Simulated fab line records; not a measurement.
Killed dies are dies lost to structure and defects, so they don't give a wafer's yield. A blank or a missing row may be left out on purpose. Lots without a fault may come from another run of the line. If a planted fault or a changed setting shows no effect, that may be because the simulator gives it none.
A lot that was struck, set against a sound lot :: flow n5-finfet :: 15 out of 1938 route steps
Sound: the wafers L764.3, L764.5, L764.6. Struck: wafer L772.3 (L772.4, L772.6, from the same lot, were not struck and are left out); the cause is given at the end.
For every step that has rows: the tool of each side, followed by ch and its chambers, followed by its first start. Under that, the readings that differ: sound wafers :: struck wafers :: difference of the means :: sigmas: that difference in standard deviations of wafers without a fault.
alike: a reading whose means differ by less than 2 such deviations, as well as words and numbers matching on both sides. not compared: withheld readings; readings where some wafer has no value; bounds like >300 that might hide an equal value; numbers whose values overlap and for which the record gives no deviation.
Wherever a step has rows on one side only, a row that says differs or no value, or a row with sigmas, the two part there. When numbers do not overlap yet have no deviation, they are printed without sigmas and do not part them. A reading missing from all wafers of one side parts the sides only when that side holds two or more wafers.

N5_HKMG_FIN_STRIP_93: strips SOC in N2/H2, time 20 s.
  sound on rie-diel-02 ch 1,2, day 5 08:25; struck on rie-diel-03 ch 1, day 7 08:28
reading: drypump-motor-current-A (A)
sound: 5.0 5.0 6.1
struck: 6.7
difference: +1.3
sigmas: +3

reading: showerhead-plenum-p-Torr (Torr)
sound: 3.31 3.31 3.19
struck: 3.49
difference: +0.22
sigmas: +2

reading: throttle-valve-pct (%)
sound: 19.2 19.2 19.1
struck: 18.4
difference: -0.8
sigmas: -2
  alike: oes-product-au, rf-vpp-V
  not compared: rf-hours-counter-h
then, 1 step without rows for these wafers: N5_HKMG_FIN_WET_ETCH_76 (etches Al2O3 in dNH4OH, stops on La2O3, target depth 2.25 nm, rinse time 30 s).
N5_HKMG_FIN_STRIP_60: strips in N2/H2, time 360 s.
  sound on plasma-asher-02 ch 0,1, day 5 08:41; struck on plasma-asher-01 ch 1, day 7 08:44
reading: drypump-motor-current-A (A)
sound: 6.1 5.9 6.1
struck: 4.8
difference: -1.2
sigmas: -2

reading: heater-power-w (W)
sound: 502 461 483
struck: 401
difference: -81
sigmas: -2
  not compared: rf-hours-counter-h
then, 2 steps without rows for these wafers: N5_HKMG_FIN_WET_ETCH_77 (etches La2O3 in dHCl, stops on HfO2, target depth 2 nm); N5_HKMG_FIN_WET_ETCH_78 (etches Al2O3 in dNH4OH, stops on La2O3, target depth 4.5 nm, rinse time 30 s).
N5_HKMG_FIN_ALD_79: deposits TiN, target thk 1.5 nm, pulse time 1 s, purge time 3 s.
  sound on ald-metal-03 ch 0,1, day 5 09:04; struck on ald-metal-03 ch 2, day 7 09:14
  alike: heater-power-w, precursor-pulse-height-rel
  not compared: ald-cycles
N5_HKMG_FIN_CVD_62: deposits a-Si from Si2H6, target thk 3 nm, time 20.8 s.
  sound on thermal-cvd-si-02 ch 0,1,2, day 5 09:25; struck on thermal-cvd-si-02 ch 0, day 7 09:35
  alike: heater-power-w
then, 5 steps without rows for these wafers: N5_HKMG_FIN_RTA_80 (time 2 s); N5_HKMG_FIN_PRECLEAN_64 (cleans in dHF, time 30 s); N5_HKMG_FIN_WET_ETCH_65 (etches a-Si in TMAH, stops on TiN, time 49 s, target depth 3 nm); N5_HKMG_FIN_WET_ETCH_81 (etches TiN in SC1, stops on HfO2, time 57 s, target depth 6 nm); N5_HKMG_FIN_WET_ETCH_82 (etches La2O3 in dHCl, stops on HfO2, target depth 2 nm, rinse time 30 s).
N5_HKMG_FIN_ALD_36: deposits TiN, target thk 1 nm, pulse time 1 s, purge time 3 s.
  sound on ald-metal-01 ch 0,1,2, day 5 09:49; struck on ald-metal-01 ch 0, day 7 10:05
reading: ald-cycles
sound: 47 47 47
struck: 42
difference: -5
sigmas: 
  alike: heater-power-w, precursor-pulse-height-rel
N5_HKMG_FIN_THK_MEAS_70: measures by xrf.
  sound on film-metro-01 at day 5 10:07; struck on film-metro-01 at day 7 10:22
  alike: HK_THK
-- the record jumps here: 5 days lie between the struck wafers' starts before and after (it left off in module HKMG_FIN and takes up again in module BEOL_M4, whose first step shown is number 1111 of the route) --
N5_BEOL_M4_RC_MEAS_101:
  sound on prober-01 ch 0, day 10 08:11; struck on prober-01 ch 0, day 12 11:19
reading: DIBL_N (mV/V)
sound: 36.2 33.7 36.1
struck: 38.9
difference: +3.6
sigmas: +3

reading: VT_P (mV)
sound: -249.8 -250.3 -247.5
struck: -254.1
difference: -4.9
sigmas: -2
  alike: DIBL_P, IOFF_N, IOFF_P, ION_N, ION_P, SS_N, SS_P, VT_N

WHERE THEY PART
Earliest at N5_HKMG_FIN_STRIP_93; latest, in this record, at N5_BEOL_M4_RC_MEAS_101.

WHY: the cause the simulator had injected
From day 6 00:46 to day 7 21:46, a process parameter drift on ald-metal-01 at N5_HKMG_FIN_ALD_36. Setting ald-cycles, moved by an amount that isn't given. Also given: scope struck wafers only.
